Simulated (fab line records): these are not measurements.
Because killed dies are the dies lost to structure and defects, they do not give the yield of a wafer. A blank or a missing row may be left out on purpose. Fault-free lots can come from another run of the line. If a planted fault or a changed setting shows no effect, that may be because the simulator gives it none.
Problem report, 8D (eight disciplines) form, completed by code -- flow n5_finfet -- the parts of the form that need people (team, actions taken, sign-off) are left out

1. WHAT IS WRONG
Wafers without a fault read 204.99 C, standard deviation 0.14; plate_temp_C at N5_BEOL_M4_COAT_73 reads a mean of 211.96 C on 6 wafers belonging to 2 lots. That is +50 standard deviations from the usual mean.
The step: time 60 s, resist thk 5 nm.
Seen first at day 12 20:14 on litho_track-03, wafer L807.3. Wafers with a number at this step in the record: 30, from 10 lots. By rule, "out" or "out of limits" means more than 4 standard deviations away from the usual mean. All remaining wafers that have a number are taken as sound.

2. WHAT IT IS; WHAT IT IS NOT
question,is,is not
which readings at this step,"plate_temp_C, heater_power_total_W",-
which lots,"L807, L808","L789, L790, L791, L793, L795, L797, L798, L810"
which wafers of those lots,all that have a number,-
read on which tools,litho_track-03,"litho_track-01, litho_track-02"
when,from day 12 20:14,up to then (21 sound wafers); but 3 sound wafers of L810 came after

3. WHAT RULES OUT EACH SUSPECT
Counting: a tool stays on the suspect list if, at a process step up to the reading, it processed all lots that are out and no sound lot following the first of them.
- litho_track-03 at N5_BEOL_M4_COAT_73 (time 60 s, resist thk 5 nm): kept. All lots that are out passed through it, beginning with L807 at day 12 20:14, and no sound lot followed; its final sound lot before that point was L797 at day 10 04:02. Its own heater_power_total_W, plate_temp_C readings are out on those wafers.
After counting, what remains is litho_track-03 at N5_BEOL_M4_COAT_73.

4. THE CAUSE (what the simulator had put in)
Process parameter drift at N5_BEOL_M4_COAT_73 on litho_track-03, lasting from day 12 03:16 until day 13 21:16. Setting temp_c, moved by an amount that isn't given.
This tool alone remained once counting was done.

5. THE CHAIN OF EFFECTS, in route order
Each row: a reading where the mean over the struck wafers with a number is more than 3 standard deviations away from the usual. Only readings for which the record gives a usual standard deviation are gone through. hours: the time from each lot's start at the first step in this table that gives one to its start at this step, as a median over the lots. sigmas: the change in usual standard deviations.
hours,step,reading,usual,on struck wafers,change,sigmas
0,N5_BEOL_M4_COAT_73,heater_power_total_W,391.7 W,408.7,+17.0,+13
0,N5_BEOL_M4_COAT_73,plate_temp_C,204.99 C,211.96,+6.97,+50
Process steps it contains:
- N5_BEOL_M4_COAT_73: time 60 s, resist thk 5 nm.
At these later measuring or inspecting steps, every struck wafer for which the step has a row has a number for every such reading, and none has moved that far: N5_BEOL_M4_RC_MEAS_101.

6. HOW IT WOULD HAVE BEEN CAUGHT EARLIER
17 hours passed between the start of the fault at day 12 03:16 and the first reading out of limits in this record, taken at day 12 20:14.
